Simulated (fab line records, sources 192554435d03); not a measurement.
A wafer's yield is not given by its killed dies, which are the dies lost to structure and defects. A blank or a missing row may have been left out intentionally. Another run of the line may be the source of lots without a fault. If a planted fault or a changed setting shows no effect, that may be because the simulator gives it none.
3 desks, one fault -- flow n5 finfet -- numbers are kept per desk, each desk with only its own; the story behind them comes last

== METROLOGY DESK ==
What the gauges read, lot by lot, whatever tool the lot ran on: means of the sampled wafers that have a number. A lot is out of limits, marked OUT, if its mean lies more than 4 standard deviations from the usual mean; the brackets give that distance. Of its 12 readings 7 are shown: those that lie furthest out on some lot.
Columns: A = cd nm at N5_BEOL_M1_CD_MEAS_28, usual 24.01 nm; B = DIBL_N at N5_BEOL_M4_RC_MEAS_101, usual 36.0 mV/V; C = DIBL_P at N5_BEOL_M4_RC_MEAS_101, usual 36.3 mV/V; D = IOFF_N at N5_BEOL_M4_RC_MEAS_101, usual 0.16 nA/um; E = ION_N at N5_BEOL_M4_RC_MEAS_101, usual 673 uA/um; F = ION_P at N5_BEOL_M4_RC_MEAS_101, usual 461 uA/um; G = SS_P at N5_BEOL_M4_RC_MEAS_101, usual 73.2 mV/dec
lot,first seen here,A,B,C,D,E,F,G
L136,day 6 23:14,23.68,33.9,33.1,0.14,678,469,72.5
L139,day 7 13:19,23.80,35.9,37.1,0.15,677,463,73.9
L147,day 9 13:59,23.88,33.4,32.8,0.12,662,457,72.3
L150,day 10 08:34,24.27,35.0,36.6,0.16,688,467,73.2
L153,day 11 08:03,24.22,35.3,34.4,0.13,665,459,72.9
L156,day 12 01:58,24.16,38.7,37.6,0.18,678,461,73.9
Finding of this desk: none of the 6 lots has anything out of limits.

== THE DEFECT DESK ==
What the inspections along the route counted, lot by lot: means of the sampled wafers that have a number. A lot is out of limits, marked OUT, if its mean lies more than 4 standard deviations from the usual mean; the brackets give that distance.
Columns: A = raw defect count at N5_BEOL_M1_INSPECT_30, usual 390
lot,first seen here,A
L136,day 6 23:19,389
L139,day 7 13:25,412
L147,day 9 14:04,452
L150,day 10 08:39,308
L153,day 11 08:08,469
L156,day 12 02:04,401
Finding of this desk: none of the 6 lots has anything out of limits.

== TOOL OWNER'S DESK, rie diel-02 ==
The tool's own readings at N5_BEOL_M1_VIA_ETCH_34 (etches the open film in C4F6/O2, target depth 67.8 nm, time 64.4 s): means of the sampled wafers that have a number, for each lot that ran on this tool. A lot is out of limits, marked OUT, if its mean lies more than 4 standard deviations from the usual mean; the brackets give that distance. Shown are 7 of the 8 readings it has, namely the first that went out of limits plus those furthest out on some lot.
Columns: A = drypump motor current A at N5_BEOL_M1_VIA_ETCH_34, usual 5.7 A; B = mfc ar sccm at N5_BEOL_M1_VIA_ETCH_34, usual 300.0 sccm; C = oes product au at N5_BEOL_M1_VIA_ETCH_34, usual 0.77 a.u.; D = rf fwd power W at N5_BEOL_M1_VIA_ETCH_34, usual 347.0 W; E = run length s at N5_BEOL_M1_VIA_ETCH_34, usual 87.8 s; F = showerhead plenum p Torr at N5_BEOL_M1_VIA_ETCH_34, usual 2.83 Torr; G = throttle valve pct at N5_BEOL_M1_VIA_ETCH_34, usual 30.87 %
lot,first seen here,A,B,C,D,E,F,G
L136,day 7 02:46,6.1,300.7,0.67,347.2,87.5,2.85,30.95
L147,day 9 15:27,4.9,300.6,0.73,348.0,90.2 (+6.0) OUT,2.69,31.00
L150,day 10 17:17,5.3,300.4,0.73,348.8,90.1 (+5.8) OUT,2.77,31.06
Finding of this desk: L147, L150 out of limits; the first was L147 at day 9 15:27, on run length s at N5_BEOL_M1_VIA_ETCH_34. L136: within limits.

== PUT TOGETHER ==
At day 9 15:27, on L147, L150, the tool owner's desk was in a position to raise an alarm.
From the metrology desk's view, nothing was out of limits.
The defect desk saw nothing out of limits.
The metrology desk holds a record of L147, L150, inside its limits.
The defect desk has L147, L150 on record, within its limits.
N5_BEOL_M1_VIA_ETCH_34 was run on rie diel-02 by each of the lots named.

== WHAT THE SIMULATOR HAD INSERTED ==
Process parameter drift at N5_BEOL_M1_VIA_ETCH_34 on rie diel-02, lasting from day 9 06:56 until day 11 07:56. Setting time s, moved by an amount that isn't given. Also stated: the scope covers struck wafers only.
Lots struck among those shown: L147, L150.
Hours from the fault's start to each desk's first reading out of limits: the tool owner's desk, 9.
